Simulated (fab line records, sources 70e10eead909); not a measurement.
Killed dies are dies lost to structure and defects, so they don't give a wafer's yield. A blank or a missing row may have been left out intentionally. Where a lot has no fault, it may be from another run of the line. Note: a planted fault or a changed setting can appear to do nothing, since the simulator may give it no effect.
fab line records -- flow nandHarc -- part 1 of 2: steps 1 to 20 of 32
record: lots: 5, wafers: 15, lastDay: 23
route steps=1159 shown P_M2@321 P_BONDPAD@351
lots that met no fault: from a run of the same line without faults
startH: hours from the record's first day to the start of the lot's first wafer shown -- waitH: hours from the lot's prior step to this one -- " identical to the entry in the row above -- L1.1+2: a row that stands for several wafers -- - either no value or no given start -- * or withheld: withheld -- < > ~ a bound
route shown NAME@n: NAME is a module with steps in the file, n the number in the route of the first one -- usual: the fault-free wafers' mean and standard deviation -- same: alike in all rows -- chamber/n: place in a boat -- sites: readings site by site -- _std_site: the standard deviation of these -- _edge_site: inner sites' mean taken away from outer sites' mean -- radiusMm: how far each site lies from the wafer's centre -- mask NAME#n: copy n -- behind: the last tool/chamber to shape the wafer -- hold: what put the lot on hold/how long, in hours/how the hold closed -- device: the transistor (n, p or np) that didn't switch -- end of line: at the end of the route, the tests of the same wafers -- step lacking rows: just its recipe -- killed: the dies lost at the first sort to structure and to defects; this is not the yield of the wafer -- map: per-die view of a wafer (x killed, . not killed, _ where there is no die)
set.NAME: the setting the step ran with; set.NAME@STEP: the setting that earlier step ran with -- model.NAME: the simulator's own value behind a step, which no gauge read
lots at some steps of the route; a table a step, a row a wafer
services: from which hour (startH, from the record's first day; less than 0 if before it) a tool's chamber was out of use, for how many hours, and why
== steps ==
step: NHARC_P_M2_COAT_34
recipe: tempC: 200, timeS: 65
usual: chillPlateTempC: 22.99/0.11, exhaustPa: 44.9/0.87
same: timeS: 65
lot.wafer,tool,chamber,startH,waitH,chillPlateTempC,exhaustPa
L074.2,lithoTrack-04,0,-,-,22.96,44.3
L074.3,lithoTrack-04,0,-,-,23.08,43.7
L074.4,lithoTrack-04,0,-,-,23.22,46.2
L076.1,lithoTrack-06,0,-,-,22.97,45.3
L076.3,lithoTrack-06,0,-,-,22.97,44.2
L076.5,lithoTrack-06,0,-,-,22.93,46.2
L080.1,lithoTrack-04,0,-,-,22.98,44.5
L080.3,lithoTrack-04,0,-,-,22.88,45.7
L080.4,lithoTrack-04,0,-,-,22.98,44.4
L082.2,lithoTrack-01,0,-,-,23.20,45.6
L082.4,lithoTrack-01,0,-,-,23.00,44.5
L082.5,lithoTrack-01,0,-,-,22.92,44.5
L094.1,lithoTrack-01,0,-,-,22.83,46.2
L094.4,lithoTrack-01,0,-,-,23.00,45.7
L094.5,lithoTrack-01,0,-,-,22.94,45.4
step: NHARC_P_M2_COAT_03
recipe: spinRpm: 1500, resistThkNm: 90
usual: chillPlateTempC: 23.01/0.12, exhaustPa: 44.9/0.91
lot.wafer,tool,chamber,startH,waitH,chillPlateTempC,exhaustPa
L074.2,lithoTrack-04,0,-,-,23.12,45.1
L074.3,lithoTrack-04,0,-,-,22.94,45.6
L074.4,lithoTrack-04,0,-,-,23.07,45.5
L076.1,lithoTrack-06,0,-,-,22.86,43.6
L076.3,lithoTrack-06,0,-,-,22.96,45.3
L076.5,lithoTrack-06,0,-,-,22.95,43.8
L080.1,lithoTrack-04,0,-,-,23.12,44.1
L080.3,lithoTrack-04,0,-,-,23.12,43.8
L080.4,lithoTrack-04,0,-,-,23.25,44.3
L082.2,lithoTrack-01,0,-,-,22.97,44.5
L082.4,lithoTrack-01,0,-,-,22.98,43.5
L082.5,lithoTrack-01,0,-,-,22.93,45.2
L094.1,lithoTrack-01,0,-,-,23.04,44.8
L094.4,lithoTrack-01,0,-,-,22.94,45.2
L094.5,lithoTrack-01,0,-,-,22.93,45.3
step: NHARC_P_M2_SOFTBAKE_04
recipe: tempC: 105, timeS: 55
usual: chillPlateTempC: 23.03/0.093, exhaustPa: 44.9/0.88
same: timeS: 55
lot.wafer,tool,chamber,startH,waitH,chillPlateTempC,exhaustPa
L074.2,lithoTrack-04,0,-,-,22.89,45.6
L074.3,lithoTrack-04,0,-,-,23.01,45.5
L074.4,lithoTrack-04,0,-,-,22.99,45.0
L076.1,lithoTrack-06,0,-,-,22.87,44.5
L076.3,lithoTrack-06,0,-,-,22.87,43.2
L076.5,lithoTrack-06,0,-,-,22.86,45.0
L080.1,lithoTrack-04,0,-,-,23.07,43.8
L080.3,lithoTrack-04,0,-,-,22.97,44.3
L080.4,lithoTrack-04,0,-,-,23.03,45.0
L082.2,lithoTrack-01,0,-,-,22.93,44.6
L082.4,lithoTrack-01,0,-,-,23.04,44.1
L082.5,lithoTrack-01,0,-,-,22.90,43.9
L094.1,lithoTrack-01,0,-,-,22.93,46.4
L094.4,lithoTrack-01,0,-,-,22.93,45.6
L094.5,lithoTrack-01,0,-,-,23.07,46.8
step: NHARC_P_M2_EBR_05
usual: chillPlateTempC: 22.98/0.11, exhaustPa: 45.1/0.86
lot.wafer,tool,chamber,startH,waitH,chillPlateTempC,exhaustPa
L074.2,lithoTrack-04,0,-,-,23.08,45.2
L074.3,lithoTrack-04,0,-,-,22.97,44.0
L074.4,lithoTrack-04,0,-,-,22.78,43.9
L076.1,lithoTrack-06,0,-,-,22.85,44.5
L076.3,lithoTrack-06,0,-,-,23.03,47.1
L076.5,lithoTrack-06,0,-,-,23.08,46.1
L080.1,lithoTrack-04,0,-,-,23.08,44.9
L080.3,lithoTrack-04,0,-,-,22.89,45.6
L080.4,lithoTrack-04,0,-,-,23.15,45.4
L082.2,lithoTrack-01,0,-,-,23.15,45.2
L082.4,lithoTrack-01,0,-,-,23.22,45.1
L082.5,lithoTrack-01,0,-,-,23.13,45.2
L094.1,lithoTrack-01,0,-,-,22.89,45.6
L094.4,lithoTrack-01,0,-,-,22.99,45.9
L094.5,lithoTrack-01,0,-,-,22.96,44.7
step: NHARC_P_M2_EXPOSE_06
recipe: na: 1.35, targetCdNm: 170, doseMj: 80.78, maskId: P_M2
usual: stageVelMmS: 499.97/0.27
same: na: 1.35
lot.wafer,tool,chamber,startH,waitH,mask,stageVelMmS
L074.2,arfiScanner-02,0,119.13,-,P_M2#0,500.20
L074.3,arfiScanner-02,0,119.13,-,P_M2#0,500.02
L074.4,arfiScanner-02,0,119.13,-,P_M2#0,500.19
L076.1,arfiScanner-01,0,143.04,-,P_M2#0,499.87
L076.3,arfiScanner-01,0,143.04,-,P_M2#0,500.28
L076.5,arfiScanner-01,0,143.04,-,P_M2#0,499.87
L080.1,arfiScanner-02,0,172.78,-,P_M2#0,499.15
L080.3,arfiScanner-02,0,172.78,-,P_M2#0,499.53
L080.4,arfiScanner-02,0,172.78,-,P_M2#0,499.36
L082.2,arfiScanner-02,0,173.79,-,P_M2#0,499.95
L082.4,arfiScanner-02,0,173.79,-,P_M2#0,500.20
L082.5,arfiScanner-02,0,173.79,-,P_M2#0,500.08
L094.1,arfiScanner-02,0,247.16,-,P_M2#0,499.77
L094.4,arfiScanner-02,0,247.16,-,P_M2#0,499.82
L094.5,arfiScanner-02,0,247.16,-,P_M2#0,500.05
step: NHARC_P_M2_PEB_07
recipe: pebTempC: 100, pebTimeS: 65
usual: chillPlateTempC: 23.00/0.095, exhaustPa: 45.1/0.94
lot.wafer,tool,chamber,startH,waitH,chillPlateTempC,exhaustPa
L074.2,lithoTrack-04,0,119.20,0.1,22.89,45.2
L074.3,lithoTrack-04,0,119.20,0.1,23.01,45.2
L074.4,lithoTrack-04,0,119.20,0.1,22.91,45.5
L076.1,lithoTrack-01,0,143.10,0.1,22.91,45.6
L076.3,lithoTrack-01,0,143.10,0.1,23.01,44.8
L076.5,lithoTrack-01,0,143.10,0.1,22.96,46.5
L080.1,lithoTrack-06,0,172.84,0.1,22.85,44.6
L080.3,lithoTrack-06,0,172.84,0.1,22.89,42.6
L080.4,lithoTrack-06,0,172.84,0.1,23.08,43.0
L082.2,lithoTrack-06,0,173.85,0.1,23.13,45.5
L082.4,lithoTrack-06,0,173.85,0.1,23.10,44.8
L082.5,lithoTrack-06,0,173.85,0.1,23.11,46.7
L094.1,lithoTrack-06,0,247.23,0.1,22.95,45.3
L094.4,lithoTrack-06,0,247.23,0.1,23.00,45.1
L094.5,lithoTrack-06,0,247.23,0.1,23.06,45.2
step: NHARC_P_M2_DEVELOP_08
recipe: developTimeS: 35, devTempC: 23
usual: chillPlateTempC: 23.01/0.11, exhaustPa: 45.1/0.81
lot.wafer,tool,chamber,startH,waitH,chillPlateTempC,exhaustPa
L074.2,lithoTrack-04,0,-,-,22.89,44.9
L074.3,lithoTrack-04,0,-,-,23.11,44.8
L074.4,lithoTrack-04,0,-,-,22.96,44.3
L076.1,lithoTrack-01,0,-,-,22.91,43.2
L076.3,lithoTrack-01,0,-,-,22.97,44.8
L076.5,lithoTrack-01,0,-,-,23.13,44.7
L080.1,lithoTrack-06,0,-,-,22.98,46.0
L080.3,lithoTrack-06,0,-,-,22.92,45.3
L080.4,lithoTrack-06,0,-,-,22.92,45.0
L082.2,lithoTrack-06,0,-,-,23.12,46.2
L082.4,lithoTrack-06,0,-,-,23.02,46.2
L082.5,lithoTrack-06,0,-,-,23.11,47.8
L094.1,lithoTrack-06,0,-,-,22.80,44.6
L094.4,lithoTrack-06,0,-,-,22.98,44.5
L094.5,lithoTrack-06,0,-,-,22.88,43.6
step: NHARC_P_M2_CD_MEAS_09
recipe: targetCdNm: 170, landingEnergyEv: 500
usual: cdNm: 169.9/0.57
lot.wafer,tool,chamber,startH,waitH,cdNm
L074.2,cdSem-01,0,119.28,-,169.6
L074.3,cdSem-01,0,119.28,-,170.6
L074.4,cdSem-01,0,119.28,-,170.4
L076.1,cdSem-03,0,143.18,-,170.5
L076.3,cdSem-03,0,143.18,-,169.6
L076.5,cdSem-03,0,143.18,-,169.9
L080.1,cdSem-02,0,172.92,-,170.2
L080.3,cdSem-02,0,172.92,-,169.4
L080.4,cdSem-02,0,172.92,-,170.1
L082.2,cdSem-02,0,173.93,-,169.3
L082.4,cdSem-02,0,173.93,-,169.9
L082.5,cdSem-02,0,173.93,-,170.4
L094.1,cdSem-03,0,247.30,-,169.5
L094.4,cdSem-03,0,247.30,-,169.8
L094.5,cdSem-03,0,247.30,-,169.3
step: NHARC_P_M2_OVL_MEAS_10
recipe: pitchNm: 340
usual: overlayXNm: -0.1/0.73, overlayYNm: -0.1/0.94
lot.wafer,tool,chamber,startH,waitH,overlayXNm,overlayYNm
L074.2,overlay-02,-,119.36,-,0.1,-0.1
L074.3,overlay-02,-,119.36,-,-0.2,-0.1
L074.4,overlay-02,-,119.36,-,-0.7,0.0
L076.1,overlay-02,-,143.27,-,0.6,0.7
L076.3,overlay-02,-,143.27,-,0.5,1.0
L076.5,overlay-02,-,143.27,-,1.0,0.7
L080.1,overlay-01,-,173.01,-,-0.4,-1.4
L080.3,overlay-01,-,173.01,-,-0.3,-1.7
L080.4,overlay-01,-,173.01,-,-0.7,-1.4
L082.2,overlay-02,-,174.01,-,0.8,0.1
L082.4,overlay-02,-,174.01,-,0.3,-0.4
L082.5,overlay-02,-,174.01,-,0.6,-1.0
L094.1,overlay-01,-,247.39,-,-0.5,1.7
L094.4,overlay-01,-,247.39,-,-0.5,1.9
L094.5,overlay-01,-,247.39,-,0.0,2.0
step: NHARC_P_M2_INSPECT_11
usual: rawDefectCount: 4.0/2.2
lot.wafer,tool,chamber,startH,waitH,rawDefectCount
L074.2,defectInspect-02,-,119.40,0.0,4
L074.3,defectInspect-02,-,119.40,0.0,5
L074.4,defectInspect-02,-,119.40,0.0,4
L076.1,defectInspect-01,-,143.30,0.0,3
L076.3,defectInspect-01,-,143.30,0.0,3
L076.5,defectInspect-01,-,143.30,0.0,2
L080.1,defectInspect-02,-,173.04,0.0,4
L080.3,defectInspect-02,-,173.04,0.0,5
L080.4,defectInspect-02,-,173.04,0.0,4
L082.2,defectInspect-02,-,174.05,0.0,4
L082.4,defectInspect-02,-,174.05,0.0,1
L082.5,defectInspect-02,-,174.05,0.0,2
L094.1,defectInspect-01,-,247.43,0.0,6
L094.4,defectInspect-01,-,247.43,0.0,7
L094.5,defectInspect-01,-,247.43,0.0,8
step: NHARC_P_M2_DESCUM_14
recipe: timeS: 3, o2FlowSccm: 200, arFlowSccm: 0, biasPowerW: 0, chemistry: O2
usual: drypumpMotorCurrentA: 6.0/0.41, mfcArSccm: 0.005/0.0067, oesProductAu: 1.002/0.0064, rfVppV: 57.8/0.98, showerheadPlenumPTorr: 1.92/0.077, throttleValvePct: 11.310/0.009
same: biasPowerW: 0, timeS: 3
lot.wafer,tool,chamber,startH,waitH,drypumpMotorCurrentA,mfcArSccm,oesProductAu,rfHoursCounterH,rfVppV,showerheadPlenumPTorr,throttleValvePct
L074.3,rieDiel-13,0,119.46,0.1,5.9,0,0.995,5,56.7,1.79,11.291
L074.4,rieDiel-13,1,119.46,0.1,6.2,0,1.011,4,58.2,1.89,11.312
L074.2,rieDiel-13,3,119.46,0.1,6.3,0.005,1.001,5,58.8,2.00,11.309
L076.3,rieDiel-02,2,143.37,0.1,5.9,0,1.007,6,58.6,1.97,11.302
L076.1,rieDiel-02,0,143.37,0.1,6.2,0,0.999,6,56.0,1.83,11.315
L076.5,rieDiel-02,3,143.37,0.1,6.6,0.008,1.003,-,58.3,1.87,11.324
L080.1,rieDiel-02,0,173.11,0.1,6.1,0,0.994,0,55.9,1.83,11.312
L080.3,rieDiel-02,1,173.11,0.1,6.1,0.008,0.999,0,58.0,2.00,11.317
L080.4,rieDiel-02,2,173.11,0.1,6.0,0,0.996,0,58.1,1.97,11.299
L082.4,rieDiel-02,3,174.13,0.1,6.5,0.008,1.004,0,58.2,1.87,11.319
L082.2,rieDiel-02,0,174.13,0.1,6.2,0,0.994,0,56.9,1.83,11.299
L082.5,rieDiel-02,2,174.13,0.1,5.9,0,0.986,-,56.4,1.97,11.310
L094.1,rieDiel-02,0,247.50,0.1,6.1,0,1.003,3,58.0,1.83,11.302
L094.4,rieDiel-02,2,247.50,0.1,6.0,0,1.005,3,57.5,1.97,11.313
L094.5,rieDiel-02,3,247.50,0.1,6.5,0.008,1.005,-,58.5,1.87,11.311
step: NHARC_P_M2_ETCH_35
recipe: targetDepthA: 400, overetchA: 120, timeS: 43.94, ionEnergyEv: 200, n2FlowSccm: 150, h2FlowSccm: 150, arFlowSccm: 0, rfW: 400, biasW: 150, chemistry: N2/H2
usual: drypumpMotorCurrentA: 6.0/0.42, mfcArSccm: 0.005/0.0067, oesProductAu: 1.001/0.0065, rfVppV: 430.6/2.5, showerheadPlenumPTorr: 2.04/0.085, throttleValvePct: 14.171/0.0086
same: timeS: 43.94
lot.wafer,tool,chamber,startH,waitH,drypumpMotorCurrentA,mfcArSccm,oesProductAu,rfHoursCounterH,rfVppV,showerheadPlenumPTorr,throttleValvePct
L074.3,rieDiel-13,2,119.55,0.1,5.8,0.014,0.990,5,431.3,2.08,14.162
L074.2,rieDiel-13,0,119.55,0.1,5.9,0,1.000,5,425.2,1.90,14.169
L074.4,rieDiel-13,1,119.55,0.1,6.3,0,1.003,4,430.8,2.01,14.173
L076.3,rieDiel-02,1,143.45,0.1,6.1,0.008,1.006,5,432.8,2.13,14.172
L076.1,rieDiel-02,2,143.45,0.1,5.9,0,1.014,6,432.6,2.11,14.172
L076.5,rieDiel-02,2,143.45,0.1,5.9,0,1.004,-,432.7,2.11,14.174
L080.1,rieDiel-02,3,173.20,0.1,6.5,0.008,1.004,0,430.7,2.00,14.169
L080.4,rieDiel-02,0,173.20,0.1,6.2,0,1.005,0,427.4,1.95,14.170
L080.3,rieDiel-02,1,173.20,0.1,6.1,0.008,1.002,0,432.4,2.13,14.164
L082.4,rieDiel-02,0,174.20,0.1,6.2,0,1.007,0,428.0,1.95,14.171
L082.2,rieDiel-02,2,174.20,0.1,6.0,0,1.006,0,432.8,2.11,14.168
L082.5,rieDiel-02,0,174.20,0.1,6.2,0,1.011,-,428.9,1.95,14.172
L094.1,rieDiel-02,0,247.58,0.1,6.2,0,1.001,3,428.8,1.95,14.177
L094.4,rieDiel-02,2,247.58,0.1,5.9,0,1.006,3,431.7,2.11,14.178
L094.5,rieDiel-02,0,247.58,0.1,6.2,0,1.000,-,427.9,1.95,14.188
step: NHARC_P_M2_ETCH_15
recipe: targetDepthA: 1825, timeS: 91.2, c4f8FlowSccm: withheld, arFlowSccm: 400, rfW: 600, biasW: 300, chemistry: C4F8/Ar
usual: oesProductAu: 0.956/0.021, rfVppV: 441.0/2.5
same: timeS: 91.2
lot.wafer,tool,chamber,startH,waitH,oesProductAu,rfHoursCounterH,rfVppV
L074.4,rieDiel-13,1,-,-,0.961,5,440.3
L074.3,rieDiel-13,3,-,-,0.947,5,442.5
L074.2,rieDiel-13,0,-,-,0.941,5,436.4
L076.3,rieDiel-02,0,-,-,0.929,6,438.6
L076.1,rieDiel-02,1,-,-,0.937,5,442.7
L076.5,rieDiel-02,3,-,-,0.931,-,439.2
L080.4,rieDiel-02,1,-,-,0.961,0,443.7
L080.1,rieDiel-02,2,-,-,0.981,0,442.3
L080.3,rieDiel-02,0,-,-,0.970,0,438.5
L082.2,rieDiel-02,3,-,-,0.978,0,440.1
L082.4,rieDiel-02,2,-,-,0.958,0,442.7
L082.5,rieDiel-02,3,-,-,0.979,-,437.4
L094.1,rieDiel-02,1,-,-,0.977,3,443.2
L094.4,rieDiel-02,2,-,-,0.987,3,443.3
L094.5,rieDiel-02,0,-,-,0.972,-,437.6
step: NHARC_P_M2_CD_MEAS_16
usual: cdNm: 169.8/0.57
lot.wafer,tool,chamber,startH,waitH,cdNm
L074.2,cdSem-03,-,119.81,-,169.6
L074.3,cdSem-03,-,119.81,-,170.3
L074.4,cdSem-03,-,119.81,-,170.3
L076.1,cdSem-03,-,143.67,-,169.8
L076.3,cdSem-03,-,143.67,-,169.8
L076.5,cdSem-03,-,143.67,-,170.2
L080.1,cdSem-03,-,173.41,-,170.1
L080.3,cdSem-03,-,173.41,-,169.2
L080.4,cdSem-03,-,173.41,-,169.5
L082.2,cdSem-01,-,174.42,-,169.3
L082.4,cdSem-01,-,174.42,-,169.4
L082.5,cdSem-01,-,174.42,-,169.9
L094.1,cdSem-03,-,247.80,-,169.7
L094.4,cdSem-03,-,247.80,-,170.3
L094.5,cdSem-03,-,247.80,-,169.5
step: NHARC_P_M2_STRIP_18
recipe: powerW: 1000, n2FlowSccm: 150, h2FlowSccm: 150, arFlowSccm: 0, biasW: 0, chemistry: N2/H2
usual: drypumpMotorCurrentA: 6.0/0.45, mfcArSccm: 0.005/0.0073, oesProductAu: 1.001/0.0062, rfVppV: 90.7/0.98, showerheadPlenumPTorr: 2.05/0.085, throttleValvePct: 14.172/0.0089
lot.wafer,tool,chamber,startH,waitH,drypumpMotorCurrentA,mfcArSccm,oesProductAu,rfHoursCounterH,rfVppV,showerheadPlenumPTorr,throttleValvePct
L074.2,rieDiel-02,0,119.90,0.1,6.2,0,0.998,5,89.9,1.95,14.173
L074.3,rieDiel-02,1,119.90,0.1,6.1,0.008,1.016,4,91.6,2.13,14.156
L074.4,rieDiel-02,2,119.90,0.1,6.0,0,1.003,5,91.7,2.11,14.177
L076.1,rieDiel-02,2,143.80,0.1,6.0,0,1.001,6,90.1,2.11,14.186
L076.3,rieDiel-02,3,143.80,0.1,6.5,0.008,1.011,6,91.5,1.99,14.178
L076.5,rieDiel-02,1,143.80,0.1,6.1,0.008,1.006,-,91.6,2.13,14.158
L080.1,rieDiel-02,3,173.49,0.1,6.5,0.008,1.006,0,90.4,2.00,14.167
L080.3,rieDiel-02,1,173.49,0.1,6.1,0.008,1.006,0,90.7,2.13,14.178
L080.4,rieDiel-02,2,173.49,0.1,6.0,0,0.990,0,88.4,2.11,14.174
L082.4,rieDiel-02,1,174.49,0.1,6.0,0.008,1.003,0,91.4,2.13,14.161
L082.2,rieDiel-02,3,174.49,0.1,6.5,0.008,1.004,0,90.6,2.00,14.194
L082.5,rieDiel-02,1,174.49,0.1,6.1,0.008,1.001,-,91.6,2.13,14.163
L094.4,rieDiel-02,2,247.87,0.1,5.9,0,1.009,3,90.8,2.11,14.175
L094.1,rieDiel-02,0,247.87,0.1,6.2,0,1.010,3,90.2,1.95,14.180
L094.5,rieDiel-02,3,247.87,0.1,6.5,0.008,0.997,-,90.6,1.99,14.168
step: NHARC_P_M2_ETCH_28
recipe: targetDepthA: 300, overEtchFrac: 0.3, timeS: 72.99, ionEnergyEv: 150, cf4FlowSccm: 50, n2FlowSccm: 100, arFlowSccm: 150, rfW: 300, biasW: 100, chemistry: CF4/N2
usual: cf4FlowSccm: 50.00/0.16, drypumpMotorCurrentA: 6.0/0.44, mfcArSccm: 150.0/0.45, oesProductAu: 1.002/0.0073, rfVppV: 314.3/2, showerheadPlenumPTorr: 2.64/0.1, throttleValvePct: 19.794/0.0093
same: timeS: 72.99
lot.wafer,tool,chamber,startH,waitH,cf4FlowSccm,drypumpMotorCurrentA,mfcArSccm,oesProductAu,rfHoursCounterH,rfVppV,showerheadPlenumPTorr,throttleValvePct
L074.3,rieDiel-02,3,-,-,49.89,6.5,150.0,0.994,5,313.5,2.57,19.801
L074.4,rieDiel-02,0,-,-,50.24,6.2,149.5,1.000,5,312.5,2.52,19.786
L074.2,rieDiel-02,2,-,-,49.96,5.9,150.5,0.994,5,315.1,2.70,19.793
L076.1,rieDiel-02,0,-,-,50.15,6.2,150.5,1.000,6,313.4,2.52,19.792
L076.3,rieDiel-02,1,-,-,49.81,6.1,149.9,1.017,5,316.5,2.74,19.791
L076.5,rieDiel-02,1,-,-,49.72,6.1,149.5,1.002,-,315.9,2.74,19.789
L080.4,rieDiel-02,0,-,-,50.07,6.2,151.1,1.007,0,312.0,2.52,19.796
L080.3,rieDiel-02,2,-,-,49.71,5.9,149.8,1.006,0,315.5,2.71,19.806
L080.1,rieDiel-02,3,-,-,49.84,6.5,150.3,1.013,0,312.8,2.57,19.786
L082.2,rieDiel-02,1,-,-,49.55,6.1,150.0,1.012,0,316.5,2.74,19.797
L082.4,rieDiel-02,2,-,-,49.85,5.9,149.9,0.999,0,314.8,2.70,19.788
L082.5,rieDiel-02,3,-,-,49.84,6.5,149.4,1.016,-,313.8,2.57,19.800
L094.4,rieDiel-02,1,-,-,50.22,6.1,150.5,1.018,3,315.7,2.73,19.784
L094.1,rieDiel-02,3,-,-,50.02,6.5,150.1,1.002,3,312.4,2.57,19.790
L094.5,rieDiel-02,1,-,-,50.22,6.0,150.1,0.999,-,315.9,2.73,19.796
step: NHARC_P_M2_STRIP_19
recipe: timeS: 600, tempC: 30, chemistry: postEtchResidueRemover
same: timeS: 600
lot.wafer,tool,chamber,startH,waitH
L074.2+4+3,wetBench-10,"5,0,1",120.28,-
L076.3+1+5,wetBench-08,"3,6,7",144.12,-
L080.4+3+1,wetBench-08,"4,5,1",173.87,-
L082.4+2+5,wetBench-10,"2,4,7",174.86,-
L094.1+4+5,wetBench-08,"7,0,1",248.27,-
step: NHARC_P_M2_DEGAS_29
recipe: tempC: 250, timeS: 60
usual: heaterPowerW: 331/36
same: timeS: 60
lot.wafer,tool,chamber,startH,waitH,heaterPowerW
L074.2,pvdSputter-01,-,120.57,-,337
L074.3,pvdSputter-01,-,120.57,-,276
L074.4,pvdSputter-01,-,120.57,-,309
L076.1,pvdSputter-02,-,144.39,-,389
L076.3,pvdSputter-02,-,144.39,-,379
L076.5,pvdSputter-02,-,144.39,-,379
L080.3,pvdSputter-01,-,174.15,-,301
L080.1,pvdSputter-01,-,174.15,-,340
L080.4,pvdSputter-01,-,174.15,-,288
L082.2,pvdSputter-02,-,175.13,-,387
L082.4,pvdSputter-02,-,175.13,-,361
L082.5,pvdSputter-02,-,175.13,-,385
L094.1,pvdSputter-02,-,248.54,-,374
L094.4,pvdSputter-02,-,248.54,-,349
L094.5,pvdSputter-02,-,248.54,-,407
step: NHARC_P_M2_PRE_CLEAN_30
recipe: timeS: 30, tempC: 280, gas: H2/He
usual: heaterPowerW: 407/44
same: timeS: 30
lot.wafer,tool,chamber,startH,waitH,heaterPowerW
L074.4,pvdSputter-01,-,-,-,407
L074.2,pvdSputter-01,-,-,-,392
L074.3,pvdSputter-01,-,-,-,382
L076.1,pvdSputter-02,-,-,-,491
L076.3,pvdSputter-02,-,-,-,468
L076.5,pvdSputter-02,-,-,-,433
L080.4,pvdSputter-01,-,-,-,409
L080.1,pvdSputter-01,-,-,-,339
L080.3,pvdSputter-01,-,-,-,375
L082.2,pvdSputter-02,-,-,-,449
L082.4,pvdSputter-02,-,-,-,481
L082.5,pvdSputter-02,-,-,-,434
L094.1,pvdSputter-02,-,-,-,425
L094.4,pvdSputter-02,-,-,-,497
L094.5,pvdSputter-02,-,-,-,430
step: NHARC_P_M2_PVD_20
recipe: targetThkA: 50, biasV: 168.6, powerW: 15000, chamberPressurePa: 0.12, timeS: 8.06, substrateTempC: 50, material: TaN
usual: throttleValvePct: 30.1/0.91
same: timeS: 8.06
lot.wafer,tool,chamber,startH,waitH,throttleValvePct
L074.2,pvdSputter-01,-,-,-,31.1
L074.3,pvdSputter-01,-,-,-,31.0
L074.4,pvdSputter-01,-,-,-,29.7
L076.1,pvdSputter-02,-,-,-,30.1
L076.3,pvdSputter-02,-,-,-,30.2
L076.5,pvdSputter-02,-,-,-,28.6
L080.1,pvdSputter-01,-,-,-,31.2
L080.3,pvdSputter-01,-,-,-,30.6
L080.4,pvdSputter-01,-,-,-,29.0
L082.2,pvdSputter-02,-,-,-,28.2
L082.4,pvdSputter-02,-,-,-,30.3
L082.5,pvdSputter-02,-,-,-,28.1
L094.4,pvdSputter-02,-,-,-,29.1
L094.1,pvdSputter-02,-,-,-,30.4
L094.5,pvdSputter-02,-,-,-,30.5
